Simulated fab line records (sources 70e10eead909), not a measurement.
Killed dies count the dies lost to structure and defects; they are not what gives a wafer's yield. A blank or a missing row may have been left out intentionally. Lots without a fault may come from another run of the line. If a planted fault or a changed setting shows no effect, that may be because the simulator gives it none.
Which of the tools did it?	flow nand harc	38 wafers from 14 lots sampled at 4 of the route's 1302 steps

## WHAT THE GAUGES READ, wafer by wafer
The record lacks any reading of a measuring or inspecting step that a usual standard deviation could be used to judge.

## WHICH TOOL RAN EACH LOT (tool, then ch and the chambers of the sampled wafers, then the start)
lot	NHARC_P_M0_ETCH_15	NHARC_P_M0_PVD_20	NHARC_P_M1_SOFTBAKE_04	NHARC_P_M1_DESCUM_14
L242	rie diel-13 ch 0,1,3, day 6 21:00 or earlier	pvd sputter-03, day 6 21:00 or earlier	litho track-01 ch 0, day 6 21:00	rie diel-07 ch 0,1,2, day 6 21:40
L243	rie diel-02 ch 0,1,2, day 7 11:00 or earlier	pvd sputter-02, day 7 11:00 or earlier	litho track-06 ch 0, day 7 11:00	rie diel-07 ch 0,1,2, day 7 12:01
L247	rie diel-13 ch 0,1,3, day 8 22:00 or earlier	pvd sputter-01, day 8 22:00 or earlier	litho track-06 ch 0, day 8 22:00	rie diel-06 ch 0,1,2, day 8 22:57
L248	rie diel-13 ch 0,3, day 9 20:00 or earlier	pvd sputter-03, day 9 20:00 or earlier	litho track-04 ch 0, day 9 20:00	rie diel-07 ch 0,2, day 9 20:37
L249	rie diel-10 ch 0,2, day 9 21:00 or earlier	pvd sputter-01, day 9 21:00 or earlier	litho track-06 ch 0, day 9 21:00	rie diel-07 ch 0,3, day 9 22:10
L250	rie diel-10 ch 1,2,3, day 10 12:00 or earlier	pvd sputter-03, day 10 12:00 or earlier	litho track-04 ch 0, day 10 12:00	rie diel-06 ch 2,3, day 10 13:31
L251	rie diel-13 ch 0,1,3, day 10 16:00 or earlier	pvd sputter-03, day 10 16:00 or earlier	litho track-01 ch 0, day 10 16:00	rie diel-11 ch 0,3, day 10 17:28
L252	rie diel-13 ch 0,1, day 11 03:00 or earlier	pvd sputter-03, day 11 03:00 or earlier	litho track-04 ch 0, day 11 03:00	rie diel-07 ch 1,2,3, day 11 04:08
L255	rie diel-13 ch 2, day 12 19:00 or earlier	pvd sputter-01, day 12 19:00 or earlier	litho track-04 ch 0, day 12 19:00	rie diel-07 ch 2, day 12 20:14
L257	rie diel-02 ch 3, day 13 13:00 or earlier	pvd sputter-01, day 13 13:00 or earlier	litho track-04 ch 0, day 13 13:00	rie diel-06 ch 2, day 13 14:00
L259	rie diel-02 ch 1,2,3, day 14 04:00 or earlier	pvd sputter-02, day 14 04:00 or earlier	litho track-01 ch 0, day 14 04:00	rie diel-11 ch 1,2, day 14 04:50
L260	rie diel-02 ch 2,3, day 14 16:00 or earlier	pvd sputter-02, day 14 16:00 or earlier	litho track-06 ch 0, day 14 16:00	rie diel-06 ch 0,1,2, day 14 17:07
L261	rie diel-02 ch 1,2,3, day 15 02:00 or earlier	pvd sputter-01, day 15 02:00 or earlier	litho track-01 ch 0, day 15 02:00	rie diel-07 ch 0,1, day 15 03:34
L262	rie diel-02 ch 1,2, day 15 12:00 or earlier	pvd sputter-03, day 15 12:00 or earlier	litho track-01 ch 0, day 15 12:00	rie diel-06 ch 0,1, day 15 12:44
- NHARC_P_M0_ETCH_15: etches the open film in C4F8/Ar, target depth 150 nm, overetch 15 nm, time 82.5 s.
- NHARC_P_M0_PVD_20: deposits TaN, target thk 5 nm, time 8.06 s.
- NHARC_P_M1_SOFTBAKE_04: time 55 s.
- NHARC_P_M1_DESCUM_14: chemistry O2, time 3 s.

## WHAT THE TOOLS THEMSELVES READ (means of the sampled wafers that have a number; where no wafer has one, the mark that the record gives instead)
NHARC_P_M0_ETCH_15. Usual: bias w 299.8 W, standard deviation 0.79; oes product au 0.952 a.u., standard deviation 0.021; rf vpp V 441 V, standard deviation 3.3.
lot	tool	bias w (W)	oes product au (a.u.)	rf vpp V (V)	flag
L242	rie diel-13	299.5	0.958	439	
L243	rie diel-02	299.8	0.918	442	
L247	rie diel-13	300.2	0.957	439	
L248	rie diel-13	300.0	0.962	437	
L249	rie diel-10	299.9	0.971	441	
L250	rie diel-10	299.6	0.933	441	
L251	rie diel-13	300.2	0.966	439	
L252	rie diel-13	299.4	0.982	438	
L255	rie diel-13	297.9	0.948	444	
L257	rie diel-02	300.2	0.986	440	
L259	rie diel-02	299.4	0.969	443	
L260	rie diel-02	300.6	0.923	442	
L261	rie diel-02	300.2	0.924	442	
L262	rie diel-02	300.0	0.924	445	

NHARC_P_M0_PVD_20. Usual: throttle valve pct at 29.6 %, with a standard deviation of 1.3.
lot	tool	throttle valve pct (%)	flag
L242	pvd sputter-03	30.2	
L243	pvd sputter-02	30.5	
L247	pvd sputter-01	28.9	
L248	pvd sputter-03	30.3	
L249	pvd sputter-01	29.0	
L250	pvd sputter-03	29.8	
L251	pvd sputter-03	30.1	
L252	pvd sputter-03	30.1	
L255	pvd sputter-01	31.1	
L257	pvd sputter-01	29.0	
L259	pvd sputter-02	29.2	
L260	pvd sputter-02	30.0	
L261	pvd sputter-01	28.2	
L262	pvd sputter-03	29.9	

NHARC_P_M1_SOFTBAKE_04. Usual: heater power total W at 188.44 W, with a standard deviation of 0.13.
lot	tool	heater power total W (W)	flag
L242	litho track-01	188.40	
L243	litho track-06	188.34	
L247	litho track-06	188.55	
L248	litho track-04	188.51	
L249	litho track-06	188.46	
L250	litho track-04	188.39	
L251	litho track-01	188.40	
L252	litho track-04	188.48	
L255	litho track-04	182.30	OFF
L257	litho track-04	182.17	OFF
L259	litho track-01	188.39	
L260	litho track-06	188.46	
L261	litho track-01	188.30	
L262	litho track-01	188.47	

NHARC_P_M1_DESCUM_14. Usual: drypump motor current A 5.6 A, standard deviation 0.47; oes product au 1.000 a.u., standard deviation 0.0088; rf vpp V 57.9 V, standard deviation 0.84; showerhead plenum p Torr 1.94 Torr, standard deviation 0.079; throttle valve pct 11.310 %, standard deviation 0.0099.
lot	tool	drypump motor current A (A)	oes product au (a.u.)	rf vpp V (V)	showerhead plenum p Torr (Torr)	throttle valve pct (%)	flag
L242	rie diel-07	5.2	1.000	57.2	1.91	11.305	
L243	rie diel-07	5.2	1.003	57.9	1.91	11.311	
L247	rie diel-06	6.1	1.000	57.2	1.95	11.311	
L248	rie diel-07	5.0	1.010	58.7	1.97	11.317	
L249	rie diel-07	5.6	1.002	58.4	1.96	11.306	
L250	rie diel-06	6.3	0.991	57.1	1.94	11.303	
L251	rie diel-11	6.0	1.003	58.2	1.90	11.312	
L252	rie diel-07	5.3	1.008	57.9	1.92	11.304	
L255	rie diel-07	4.8	1.003	57.8	1.98	11.314	
L257	rie diel-06	6.6	0.992	58.0	1.91	11.320	
L259	rie diel-11	5.6	1.003	57.5	1.90	11.305	
L260	rie diel-06	6.1	1.011	58.0	1.95	11.320	
L261	rie diel-07	5.4	0.997	57.9	1.89	11.307	
L262	rie diel-06	5.8	1.007	58.0	2.00	11.312	

## THE ANSWER, worked out from the rows above alone
Rule: lot off if the mean of its wafers having a number is beyond 3 standard deviations from the usual mean. A lot without any number at a reading at which 4 lots or more have one is off too. All remaining lots with rows at the step are treated as sound. First the gauges in route order, then the tools' own readings, where a lot's mean is used as printed above. The first step at which some lot is off is used, and at that step the reading that is off furthest; a lot without a number counts as furthest.
Off: L255, L257 (NHARC_P_M1_SOFTBAKE_04, heater power total W).
A tool fits if, at that step or a process step before it, it ran every lot that is off, and no sound lot after the first of them. NHARC_P_M0_ETCH_15 gives no start for some lots, so the hours and the order of its lots are those of NHARC_P_M1_SOFTBAKE_04. NHARC_P_M0_PVD_20 gives no start for some lots, so the hours and the order of its lots are those of NHARC_P_M1_SOFTBAKE_04. One candidate fits, namely litho track-04 at NHARC_P_M1_SOFTBAKE_04. Its last sound lot is L252 (day 11 03:00), its first lot that is off L255 (day 12 19:00): a fault that began between those two fits.
The tool's own readings at NHARC_P_M1_SOFTBAKE_04 bear it out: on the lots that are off they differ by more than 5 times the standard deviation of the sound lots' means. heater power total W reads 182.24 W there against 188.43 W on the sound lots.

## WHAT HAD BEEN PUT IN BY THE SIMULATOR
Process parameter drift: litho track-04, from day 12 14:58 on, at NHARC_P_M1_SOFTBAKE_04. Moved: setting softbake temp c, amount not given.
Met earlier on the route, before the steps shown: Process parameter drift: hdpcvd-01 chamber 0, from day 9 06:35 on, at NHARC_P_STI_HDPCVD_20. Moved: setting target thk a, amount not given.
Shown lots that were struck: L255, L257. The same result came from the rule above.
